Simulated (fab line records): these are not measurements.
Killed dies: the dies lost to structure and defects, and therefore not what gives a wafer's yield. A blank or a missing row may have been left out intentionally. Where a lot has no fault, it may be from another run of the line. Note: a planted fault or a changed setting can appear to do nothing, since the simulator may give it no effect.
Check for tools in common || flow nand-harc || 4 lots and 12 wafers in the sample

THE REASON FOR OPENING IT
On 1 of the 4 lots, a flag is raised at NHARC_END_SORT_01 on the reading killed-at-periphery. Fault-free wafers read 3.1, with a standard deviation of 2.
Rule: a lot is flagged in two cases, either no wafer of it has a number, or all its wafers with numbers fall more than 4 standard deviations from that mean. As for the other lots, they are considered sound.

{"lot": "L823", "measured": "day 21 20:29", "on": "prober-02", "killed-at-periphery, wafer by wafer": "6 3 4", "flag": ""}
{"lot": "L827", "measured": "day 22 04:19", "on": "prober-02", "killed-at-periphery, wafer by wafer": "2 4 2", "flag": ""}
{"lot": "L831", "measured": "day 23 12:23", "on": "prober-01", "killed-at-periphery, wafer by wafer": "643 645 654", "flag": "FLAGGED"}
{"lot": "L838", "measured": "day 24 18:05", "on": "prober-01", "killed-at-periphery, wafer by wafer": "4 4 1", "flag": ""}
On average the flagged lots read 647.3, which is +644.2 against the usual, or +99 or more standard deviations.

TOOL THAT RAN EACH LOT
Before the reading, the record contains 4 process steps out of a 1159-step route. Read each cell as the tool, then ch plus the chambers that the sampled wafers visited, then the start.
{"lot": "L823", "flag": "", "NHARC_P_GATE_ETCHBACK_37": "rie-diel-11 ch 0,2,3, day 7 02:05 or earlier", "NHARC_P_GATE_EXPOSE_43": "krf-scanner-04 ch 0, day 7 02:05", "NHARC_P_GATE_STRIP_75": "plasma-asher-02 ch 0,1, day 7 03:05", "NHARC_P_GATE_STRIP_112": "plasma-asher-02 ch 0,1, day 7 04:32"}
{"lot": "L827", "flag": "", "NHARC_P_GATE_ETCHBACK_37": "rie-diel-07 ch 0,2,3, day 7 22:58 or earlier", "NHARC_P_GATE_EXPOSE_43": "krf-scanner-03 ch 0, day 7 22:58", "NHARC_P_GATE_STRIP_75": "plasma-asher-01 ch 0,1, day 8 00:01", "NHARC_P_GATE_STRIP_112": "plasma-asher-01 ch 0,1, day 8 01:48"}
{"lot": "L831", "flag": "FLAGGED", "NHARC_P_GATE_ETCHBACK_37": "rie-diel-07 ch 1,2, day 9 00:07 or earlier", "NHARC_P_GATE_EXPOSE_43": "krf-scanner-02 ch 0, day 9 00:07", "NHARC_P_GATE_STRIP_75": "plasma-asher-01 ch 0,1, day 9 01:14", "NHARC_P_GATE_STRIP_112": "plasma-asher-02 ch 0,1, day 9 02:50"}
{"lot": "L838", "flag": "", "NHARC_P_GATE_ETCHBACK_37": "rie-diel-07 ch 0,3, day 10 13:11 or earlier", "NHARC_P_GATE_EXPOSE_43": "krf-scanner-02 ch 0, day 10 13:11", "NHARC_P_GATE_STRIP_75": "plasma-asher-02 ch 0,1, day 10 14:11", "NHARC_P_GATE_STRIP_112": "plasma-asher-01 ch 0,1, day 10 18:28"}
These steps, and what they do:
- NHARC_P_GATE_ETCHBACK_37: etches the open film in CHF3/O2, target depth 34.5 nm, time 17.2 s.
- NHARC_P_GATE_EXPOSE_43: exposes mask P NSD, target cd 720 nm.
- NHARC_P_GATE_STRIP_75: strips in O2.
- NHARC_P_GATE_STRIP_112: strips in N2/H2, time 200 s.
- NHARC_END_SORT_01

FLAGGED AGAINST TOTAL, ONE TOOL AT A TIME (gauges that did the reading follow at the end)
{"step": "NHARC_P_GATE_ETCHBACK_37", "tool": "rie-diel-07", "lots run": 3, "flagged": 1, "share of the flagged lots": "all", "sound lots run after its first flagged lot": "1 (L838)"}
{"step": "NHARC_P_GATE_ETCHBACK_37", "tool": "rie-diel-11", "lots run": 1, "flagged": 0, "share of the flagged lots": "none", "sound lots run after its first flagged lot": "-"}
{"step": "NHARC_P_GATE_EXPOSE_43", "tool": "krf-scanner-02", "lots run": 2, "flagged": 1, "share of the flagged lots": "all", "sound lots run after its first flagged lot": "1 (L838)"}
{"step": "NHARC_P_GATE_EXPOSE_43", "tool": "krf-scanner-03", "lots run": 1, "flagged": 0, "share of the flagged lots": "none", "sound lots run after its first flagged lot": "-"}
{"step": "NHARC_P_GATE_EXPOSE_43", "tool": "krf-scanner-04", "lots run": 1, "flagged": 0, "share of the flagged lots": "none", "sound lots run after its first flagged lot": "-"}
{"step": "NHARC_P_GATE_STRIP_75", "tool": "plasma-asher-01", "lots run": 2, "flagged": 1, "share of the flagged lots": "all", "sound lots run after its first flagged lot": 0}
{"step": "NHARC_P_GATE_STRIP_75", "tool": "plasma-asher-02", "lots run": 2, "flagged": 0, "share of the flagged lots": "none", "sound lots run after its first flagged lot": "-"}
{"step": "NHARC_P_GATE_STRIP_112", "tool": "plasma-asher-01", "lots run": 2, "flagged": 0, "share of the flagged lots": "none", "sound lots run after its first flagged lot": "-"}
{"step": "NHARC_P_GATE_STRIP_112", "tool": "plasma-asher-02", "lots run": 2, "flagged": 1, "share of the flagged lots": "all", "sound lots run after its first flagged lot": 0}
{"step": "NHARC_END_SORT_01", "tool": "prober-01", "lots run": 2, "flagged": 1, "share of the flagged lots": "all", "sound lots run after its first flagged lot": "1 (L838)"}
{"step": "NHARC_END_SORT_01", "tool": "prober-02", "lots run": 2, "flagged": 0, "share of the flagged lots": "none", "sound lots run after its first flagged lot": "-"}
With no start given for some of its lots, NHARC_P_GATE_ETCHBACK_37 uses the hours and lot order of NHARC_P_GATE_EXPOSE_43.

WHAT IS ALLOWED BY THE TABLE
5 rows of the table ran every flagged lot: rie-diel-07 at NHARC_P_GATE_ETCHBACK_37, krf-scanner-02 at NHARC_P_GATE_EXPOSE_43, plasma-asher-01 at NHARC_P_GATE_STRIP_75, plasma-asher-02 at NHARC_P_GATE_STRIP_112, prober-01 at NHARC_END_SORT_01.
- rie-diel-07 at NHARC_P_GATE_ETCHBACK_37 ran 3 lots, 1 of them flagged. Sound lots followed the first flagged one (L838) on it, something a lasting fault affecting the whole tool could not allow.
- krf-scanner-02 at NHARC_P_GATE_EXPOSE_43 ran 2 lots, 1 of them flagged. Sound lots followed the first flagged one (L838) on it, something a lasting fault affecting the whole tool could not allow.
- plasma-asher-01 at NHARC_P_GATE_STRIP_75 ran 2 lots, 1 of them flagged. Last sound lot L827 at day 8 00:01, first flagged lot L831 at day 9 01:14; a fault beginning in between fits.
- plasma-asher-02 at NHARC_P_GATE_STRIP_112 ran 2 lots, 1 of them flagged. Last sound lot L823 at day 7 04:32, first flagged lot L831 at day 9 02:50; a fault beginning in between fits.
- prober-01 at NHARC_END_SORT_01 ran 2 lots, 1 of them flagged. Sound lots followed the first flagged one (L838) on it, something a lasting fault affecting the whole tool could not allow.
A lot count leaves these 2 tools indistinguishable: every one of them fits a fault beginning at some hour. More lots, or a look at what each step does to the wafer, might.

WHAT THE SIMULATOR HAD INSERTED
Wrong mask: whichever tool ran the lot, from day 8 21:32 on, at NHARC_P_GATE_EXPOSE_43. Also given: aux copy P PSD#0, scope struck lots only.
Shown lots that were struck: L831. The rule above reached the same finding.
